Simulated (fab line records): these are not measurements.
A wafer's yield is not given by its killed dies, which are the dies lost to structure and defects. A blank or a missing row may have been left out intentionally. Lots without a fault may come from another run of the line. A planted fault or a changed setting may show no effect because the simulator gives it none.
fab line records + flow nandHarc
record:
- lots: 13
- wafers: 39
- lastDay: 32
route steps=1302 shown A_BLC@1118 A_M0@1145 END@1302
lots that met no fault: taken from a fault-free run of the same line
startH: the number of hours between the record's first day and the start of the first shown wafer of the lot + waitH: hours from the lot's prior step to this one + " the same as in the row above + L1.1+2: a row that stands for several wafers + - no value present, or no start provided + * or withheld: withheld + < > ~ a bound
route shown NAME@n: a module of which the file shows steps, and the number in the route of the first + usual: average and standard deviation across the fault-free wafers + same: alike in all rows + chamber/n: place in a boat + sites: each site's reading + _std_site: the standard deviation of these + _edge_site: outer sites' mean less inner sites' + radiusMm: for every site, how far away it sits from the centre of the wafer + mask NAME#n: copy n + behind: the last tool/chamber to shape the wafer + hold: why the lot went on hold/how many hours it stayed there/how the hold came to an end + device: the n, p or np transistor that did not switch + end of line: at the end of the route, the tests of the same wafers + a step with no rows: only its recipe + killed: dies that structure and defects cost at the first sort, which is not the same as the wafer's yield + map: a wafer's dies, x killed, . not, _ none there
set.NAME: the setting the step ran with; set.NAME@STEP: the setting that earlier step ran with + model.NAME: the simulator's own value behind a step, which no gauge read
one table for each step of the route and one row for each wafer, over a sample of lots
services: a tool's chamber out of use, with start hour (startH, from the record's first day; less than 0 if before it), hours out, and reason
== steps ==
step: NHARC_A_BLC_OVL_MEAS_11
usual:
- overlayXNm: -0.1/0.74
- overlayYNm: 0.2/0.8
| lot.wafer | tool       | chamber | startH | waitH | overlayXNm | overlayYNm |
|-----------|------------|---------|--------|-------|------------|------------|
| L852.1    | overlay-02 | -       | 518.36 | -     | 1.3        | 0.0        |
| L852.2    | "          | -       | "      | "     | 1.7        | 0.8        |
| L852.5    | "          | -       | "      | "     | 1.2        | 0.6        |
| L851.1    | overlay-01 | -       | 529.07 | -     | 0.7        | 0.0        |
| L851.4    | "          | -       | "      | "     | 1.3        | -0.4       |
| L851.6    | "          | -       | "      | "     | 0.3        | 0.1        |
| L854.2    | overlay-02 | -       | 535.08 | -     | -0.7       | 0.7        |
| L854.3    | "          | -       | "      | "     | -0.3       | 0.6        |
| L854.6    | "          | -       | "      | "     | 0.0        | 0.6        |
| L853.2    | overlay-02 | -       | 536.09 | -     | 0.3        | 0.3        |
| L853.5    | "          | -       | "      | "     | 0.5        | -1.1       |
| L853.6    | "          | -       | "      | "     | 0.6        | -0.6       |
| L855.1    | overlay-01 | -       | 567.78 | -     | -0.6       | -0.4       |
| L855.3    | "          | -       | "      | "     | -0.8       | 0.0        |
| L855.6    | "          | -       | "      | "     | -0.5       | 0.7        |
| L858.2    | overlay-02 | -       | 583.34 | -     | -0.8       | -0.2       |
| L858.3    | "          | -       | "      | "     | -0.2       | 0.1        |
| L858.4    | "          | -       | "      | "     | 0.1        | 0.0        |
| L860.1    | overlay-02 | -       | 605.84 | -     | -0.2       | 0.5        |
| L860.2    | "          | -       | "      | "     | 0.1        | 0.2        |
| L860.4    | "          | -       | "      | "     | 0.1        | 0.7        |
| L861.1    | overlay-01 | -       | 622.73 | -     | -1.0       | 1.0        |
| L861.3    | "          | -       | "      | "     | -0.9       | 0.4        |
| L861.5    | "          | -       | "      | "     | -0.9       | 0.6        |
| L863.1    | overlay-01 | -       | 624.62 | -     | -1.4       | 0.5        |
| L863.2    | "          | -       | "      | "     | -1.3       | 0.4        |
| L863.6    | "          | -       | "      | "     | -0.5       | -0.2       |
| L857.2    | overlay-01 | -       | 646.63 | -     | 0.0        | 0.8        |
| L857.3    | "          | -       | "      | "     | -0.1       | 0.1        |
| L857.4    | "          | -       | "      | "     | 0.0        | 0.3        |
| L864.1    | overlay-01 | -       | 668.77 | -     | -0.6       | -0.8       |
| L864.2    | "          | -       | "      | "     | -0.3       | -0.6       |
| L864.6    | "          | -       | "      | "     | -0.5       | -0.7       |
| L868.2    | overlay-02 | -       | 699.78 | -     | -0.1       | -0.2       |
| L868.4    | "          | -       | "      | "     | -0.3       | -0.3       |
| L868.5    | "          | -       | "      | "     | 0.2        | 0.1        |
| L870.2    | overlay-01 | -       | 716.70 | -     | -1.1       | -0.3       |
| L870.4    | "          | -       | "      | "     | -1.2       | -0.7       |
| L870.6    | "          | -       | "      | "     | -1.3       | -0.5       |
step: NHARC_A_M0_PEB_07
recipe:
- pebTempC: 100
- pebTimeS: 65
| lot.wafer  | tool          | chamber | startH | waitH |
|------------|---------------|---------|--------|-------|
| L852.1+2+5 | lithoTrack-04 | 0       | 522.24 | 0.1   |
| L851.1+4+6 | lithoTrack-01 | 0       | 532.99 | 0.1   |
| L854.2+3+6 | lithoTrack-04 | 0       | 539.06 | 0.1   |
| L853.2+5+6 | lithoTrack-04 | 0       | 539.95 | 0.1   |
| L855.1+3+6 | lithoTrack-04 | 0       | 571.69 | 0.1   |
| L858.2+3+4 | lithoTrack-06 | 0       | 587.08 | 0.1   |
| L860.1+2+4 | lithoTrack-06 | 0       | 609.90 | 0.1   |
| L861.1+3+5 | lithoTrack-04 | 0       | 626.62 | 0.1   |
| L863.1+2+6 | lithoTrack-06 | 0       | 628.67 | 0.1   |
| L857.2+3+4 | lithoTrack-06 | 0       | 650.50 | 0.1   |
| L864.1+2+6 | lithoTrack-04 | 0       | 672.64 | 0.1   |
| L868.2+4+5 | lithoTrack-04 | 0       | 704.09 | 0.1   |
| L870.2+4+6 | lithoTrack-04 | 0       | 720.95 | 0.1   |
step: NHARC_A_M0_CD_MEAS_09
recipe:
- targetCdNm: 80
- landingEnergyEv: 500
usual:
- cdNm: 80.0/0.8
| lot.wafer | tool     | chamber | startH | waitH | cdNm |
|-----------|----------|---------|--------|-------|------|
| L852.1    | cdSem-03 | 0       | 522.32 | -     | 80.0 |
| L852.2    | "        | 0       | "      | "     | 81.1 |
| L852.5    | "        | 0       | "      | "     | 80.4 |
| L851.1    | cdSem-03 | 0       | 533.07 | -     | 79.5 |
| L851.4    | "        | 0       | "      | "     | 79.6 |
| L851.6    | "        | 0       | "      | "     | 80.0 |
| L854.2    | cdSem-03 | 0       | 539.15 | -     | 80.0 |
| L854.3    | "        | 0       | "      | "     | 80.1 |
| L854.6    | "        | 0       | "      | "     | 81.1 |
| L853.2    | cdSem-02 | 0       | 540.03 | -     | 80.8 |
| L853.5    | "        | 0       | "      | "     | 79.3 |
| L853.6    | "        | 0       | "      | "     | 79.6 |
| L855.1    | cdSem-03 | 0       | 571.77 | -     | 80.2 |
| L855.3    | "        | 0       | "      | "     | 80.0 |
| L855.6    | "        | 0       | "      | "     | 81.1 |
| L858.2    | cdSem-03 | 0       | 587.16 | -     | 79.1 |
| L858.3    | "        | 0       | "      | "     | 81.7 |
| L858.4    | "        | 0       | "      | "     | 80.2 |
| L860.1    | cdSem-03 | 0       | 609.98 | -     | 80.1 |
| L860.2    | "        | 0       | "      | "     | 81.0 |
| L860.4    | "        | 0       | "      | "     | 79.6 |
| L861.1    | cdSem-01 | 0       | 626.70 | -     | 79.8 |
| L861.3    | "        | 0       | "      | "     | 80.6 |
| L861.5    | "        | 0       | "      | "     | 81.0 |
| L863.1    | cdSem-03 | 0       | 628.75 | -     | 78.7 |
| L863.2    | "        | 0       | "      | "     | 78.6 |
| L863.6    | "        | 0       | "      | "     | 80.5 |
| L857.2    | cdSem-03 | 0       | 650.58 | -     | 81.1 |
| L857.3    | "        | 0       | "      | "     | 80.0 |
| L857.4    | "        | 0       | "      | "     | 79.9 |
| L864.1    | cdSem-02 | 0       | 672.72 | -     | 80.2 |
| L864.2    | "        | 0       | "      | "     | 80.4 |
| L864.6    | "        | 0       | "      | "     | 79.6 |
| L868.2    | cdSem-03 | 0       | 704.18 | -     | 86.2 |
| L868.4    | "        | 0       | "      | "     | 86.4 |
| L868.5    | "        | 0       | "      | "     | 87.1 |
| L870.2    | cdSem-02 | 0       | 721.03 | -     | 85.7 |
| L870.4    | "        | 0       | "      | "     | 85.5 |
| L870.6    | "        | 0       | "      | "     | 85.8 |
step: NHARC_A_M0_INSPECT_11
usual:
- rawDefectCount: 75/39
| lot.wafer | tool             | chamber | startH | waitH | rawDefectCount |
|-----------|------------------|---------|--------|-------|----------------|
| L852.1    | defectInspect-02 | -       | 522.44 | 0.0   | 66             |
| L852.2    | "                | -       | "      | "     | 60             |
| L852.5    | "                | -       | "      | "     | 78             |
| L851.1    | defectInspect-01 | -       | 533.19 | 0.0   | 88             |
| L851.4    | "                | -       | "      | "     | 95             |
| L851.6    | "                | -       | "      | "     | 88             |
| L854.2    | defectInspect-02 | -       | 539.27 | 0.0   | 64             |
| L854.3    | "                | -       | "      | "     | 57             |
| L854.6    | "                | -       | "      | "     | 63             |
| L853.2    | defectInspect-02 | -       | 540.15 | 0.0   | 56             |
| L853.5    | "                | -       | "      | "     | 52             |
| L853.6    | "                | -       | "      | "     | 52             |
| L855.1    | defectInspect-01 | -       | 571.90 | 0.0   | 107            |
| L855.3    | "                | -       | "      | "     | 110            |
| L855.6    | "                | -       | "      | "     | 114            |
| L858.2    | defectInspect-01 | -       | 587.29 | 0.0   | 178            |
| L858.3    | "                | -       | "      | "     | 172            |
| L858.4    | "                | -       | "      | "     | 169            |
| L860.1    | defectInspect-01 | -       | 610.10 | 0.0   | 85             |
| L860.2    | "                | -       | "      | "     | 104            |
| L860.4    | "                | -       | "      | "     | 79             |
| L861.1    | defectInspect-01 | -       | 626.82 | 0.0   | 38             |
| L861.3    | "                | -       | "      | "     | 35             |
| L861.5    | "                | -       | "      | "     | 51             |
| L863.1    | defectInspect-01 | -       | 628.87 | 0.0   | 47             |
| L863.2    | "                | -       | "      | "     | 42             |
| L863.6    | "                | -       | "      | "     | 47             |
| L857.2    | defectInspect-02 | -       | 650.70 | 0.0   | 81             |
| L857.3    | "                | -       | "      | "     | 84             |
| L857.4    | "                | -       | "      | "     | 96             |
| L864.1    | defectInspect-02 | -       | 672.85 | 0.0   | 87             |
| L864.2    | "                | -       | "      | "     | 96             |
| L864.6    | "                | -       | "      | "     | 87             |
| L868.2    | defectInspect-01 | -       | 704.30 | 0.0   | 72             |
| L868.4    | "                | -       | "      | "     | 57             |
| L868.5    | "                | -       | "      | "     | 69             |
| L870.2    | defectInspect-02 | -       | 721.16 | 0.0   | 120            |
| L870.4    | "                | -       | "      | "     | 127            |
| L870.6    | "                | -       | "      | "     | 100            |
step: NHARC_A_M0_DEGAS_28
recipe:
- tempC: 250
- timeS: 60
usual:
- heaterPowerW: 336/48
same:
- timeS: 60
| lot.wafer | tool          | chamber | startH | waitH | heaterPowerW |
|-----------|---------------|---------|--------|-------|--------------|
| L852.2    | pvdSputter-03 | -       | 523.43 | -     | 364          |
| L852.1    | "             | -       | "      | "     | 334          |
| L852.5    | "             | -       | "      | "     | 254          |
| L851.1    | pvdSputter-02 | -       | 534.27 | -     | 329          |
| L851.4    | "             | -       | "      | "     | 324          |
| L851.6    | "             | -       | "      | "     | 320          |
| L854.2    | pvdSputter-02 | -       | 540.34 | -     | 454          |
| L854.3    | "             | -       | "      | "     | 317          |
| L854.6    | "             | -       | "      | "     | 450          |
| L853.2    | pvdSputter-02 | -       | 541.19 | -     | 319          |
| L853.5    | "             | -       | "      | "     | 456          |
| L853.6    | "             | -       | "      | "     | 331          |
| L855.1    | pvdSputter-03 | -       | 572.90 | -     | 330          |
| L855.3    | "             | -       | "      | "     | 263          |
| L855.6    | "             | -       | "      | "     | 363          |
| L858.2    | pvdSputter-03 | -       | 588.28 | -     | 355          |
| L858.3    | "             | -       | "      | "     | 330          |
| L858.4    | "             | -       | "      | "     | 264          |
| L860.4    | pvdSputter-03 | -       | 611.08 | -     | 357          |
| L860.1    | "             | -       | "      | "     | 329          |
| L860.2    | "             | -       | "      | "     | 261          |
| L861.1    | pvdSputter-03 | -       | 627.80 | -     | 264          |
| L861.3    | "             | -       | "      | "     | 366          |
| L861.5    | "             | -       | "      | "     | 264          |
| L863.2    | pvdSputter-03 | -       | 629.87 | -     | 317          |
| L863.1    | "             | -       | "      | "     | 354          |
| L863.6    | "             | -       | "      | "     | 356          |
| L857.2    | pvdSputter-03 | -       | 651.72 | -     | 362          |
| L857.3    | "             | -       | "      | "     | 253          |
| L857.4    | "             | -       | "      | "     | 332          |
| L864.2    | pvdSputter-01 | -       | 673.83 | -     | 330          |
| L864.1    | "             | -       | "      | "     | 312          |
| L864.6    | "             | -       | "      | "     | 328          |
| L868.4    | pvdSputter-02 | -       | 705.30 | -     | 304          |
| L868.2    | "             | -       | "      | "     | 322          |
| L868.5    | "             | -       | "      | "     | 320          |
| L870.2    | pvdSputter-02 | -       | 722.15 | -     | 325          |
| L870.4    | "             | -       | "      | "     | 454          |
| L870.6    | "             | -       | "      | "     | 306          |
step: NHARC_END_SORT_01
recipe:
- tempC: 25
usual:
- defectLimitedYield: 92.7/2.6
- killedAtArray: 45/18
- killedAtOther: 0.9/1.3
- killedAtPeriphery: 3.7/2.2
- killedDies: 50/18
- killedOpen: 3.2/1.9
- killedShort: 2.4/1.6
- sort_bin_2_pct: 2.5/1.1
- sort_bin_3_pct: 0.6/0.36
- sort_bin_4_pct: 4.3/1.5
- sortNPass: 627/18
- sortRimYieldPct: 92/4.3
- sortYieldPct: 92.7/2.6
same:
- grossDies: 677
- sort_bin_5_pct[%]: 0
- sort_bin_6_pct[%]: 0
- sort_bin_7_pct[%]: 0
- sort_bin_8_pct[%]: 0
- sortRimNGross: 106.00
| lot.wafer | tool      | chamber | startH | waitH | defectLimitedYield[%] | killedAtArray | killedAtOther | killedAtPeriphery | killedDies | killedOpen | killedShort | sort_bin_2_pct[%] | sort_bin_3_pct[%] | sort_bin_4_pct[%] | sortNPass | sortRimYieldPct[%] | sortYieldPct[%] |
|-----------|-----------|---------|--------|-------|-----------------------|---------------|---------------|-------------------|------------|------------|-------------|-------------------|-------------------|-------------------|-----------|--------------------|-----------------|
| L861.1    | prober-02 | 0       | 666.46 | 2.5   | 94.2                  | 36            | 0             | 3                 | 39         | 3          | 2           | 2.1               | 0.3               | 3.4               | 638       | 95                 | 94.2            |
| L861.3    | prober-02 | 0       | 668.07 | 3.1   | 95.6                  | 19            | 0             | 11                | 30         | 2          | 0           | 0.9               | 0.4               | 3.1               | 647       | 92                 | 95.6            |
| L861.5    | prober-02 | 0       | 669.67 | 3.7   | 92.9                  | 39            | 0             | 9                 | 48         | 1          | 1           | 2.7               | 0                 | 4.4               | 629       | 91                 | 92.9            |
| L868.2    | prober-02 | 0       | 745.03 | 2.8   | 91.1                  | 53            | 0             | 7                 | 60         | 3          | 4           | 2.2               | 1.2               | 5.5               | 617       | 95                 | 91.1            |
killed by level:class
L861.1 A_CHANNEL_HOLE_D2:chamberFilmFlake=18 A_SLIT:chamberFilmFlake=6 A_CHANNEL_HOLE_D1:chamberFilmFlake=5 P_BONDPAD:chamberFilmFlake=2 A_WL_FILL:chamberFilmFlake=2 P_CONTACT:geometricParticle:open=1 A_ONON_D1:geometricParticle:open=1 A_DECK1_JOINT:geometricParticle:open=1
L861.3 A_CHANNEL_HOLE_D2:chamberFilmFlake=10 P_BONDPAD:chamberFilmFlake=5 A_STAIRCASE:chamberFilmFlake=3 P_STI:chamberFilmFlake=2 P_M0:chamberFilmFlake=2 A_SLIT:chamberFilmFlake=2 A_CHANNEL_HOLE_D2:geometricParticle:open=1 A_WL_FILL:geometricParticle:open=1
L861.5 A_CHANNEL_HOLE_D1:chamberFilmFlake=13 A_CHANNEL_HOLE_D2:chamberFilmFlake=10 A_STAIRCASE:chamberFilmFlake=6 P_BONDPAD:chamberFilmFlake=3 A_SLIT:chamberFilmFlake=3 P_STI:chamberFilmFlake=2 P_GATE:chamberFilmFlake=2 A_DECK1_JOINT:chamberFilmFlake=2
L868.2 A_CHANNEL_HOLE_D1:chamberFilmFlake=34 A_CONTACT:chamberFilmFlake=8 P_STI:chamberFilmFlake=2 A_SLIT:chamberFilmFlake=2 A_STAIRCASE:chamberFilmFlake=2 A_WL_FILL:chamberFilmFlake=2 P_STI:geometricParticle:open=1 P_GATE:geometricParticle:short=1
== services ==
| tool          | chamber | startH | hours | kind                     |
|---------------|---------|--------|-------|--------------------------|
| lithoTrack-01 | -       | 505.00 | 7.0   | pm                       |
| pvdSputter-03 | -       | 520.73 | 2.2   | repair                   |
| pvdSputter-03 | -       | 526.00 | 10.0  | pm                       |
| lithoTrack-06 | -       | 529.00 | 7.0   | pm                       |
| lithoTrack-04 | -       | 553.00 | 7.0   | pm                       |
| pvdSputter-02 | -       | 558.27 | 5.3   | repair                   |
| pvdSputter-01 | -       | 561.65 | 1.5   | repair                   |
| pvdSputter-01 | -       | 582.00 | 10.0  | pm                       |
| pvdSputter-02 | -       | 596.48 | 1.2   | repair                   |
| pvdSputter-01 | -       | 622.57 | 2.0   | repair                   |
| pvdSputter-03 | -       | 637.30 | 2.8   | repair                   |
| pvdSputter-02 | -       | 639.59 | 10.0  | pm                       |
| pvdSputter-03 | -       | 642.05 | 1.0   | repair                   |
| lithoTrack-01 | -       | 680.00 | 7.0   | pm                       |
| pvdSputter-01 | -       | 685.11 | 3.2   | repair                   |
| lithoTrack-06 | -       | 685.52 | -     | consumableReplace:filter |
| lithoTrack-06 | -       | 704.00 | 7.0   | pm                       |
| pvdSputter-03 | -       | 704.00 | 10.0  | pm                       |
| pvdSputter-01 | -       | 721.07 | 3.1   | repair                   |
== key ==
firstSign:
- step: NHARC_A_M0_CD_MEAS_09
- reading: cdNm
- direction: up
- sigmas: 7.7
- usual: 80.0
- struck: 86.1
effect none on later readings
metAt NHARC_A_M0_PEB_07
struckLots L868,L870
notActingAt NHARC_A_BLC_OVL_MEAS_11,NHARC_A_M0_INSPECT_11,NHARC_A_M0_DEGAS_28
onsetBetween 672.64 704.09
alsoFits time
fault:
- kind: processParameterDrift
- tool: lithoTrack-04
- chamber: -
- onsetH: 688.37
- steps: NHARC_A_M0_PEB_07
- channel: pebTimeS
- offset: *
- shape: step
- endH: 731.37
- actsIn: *
- stated: *
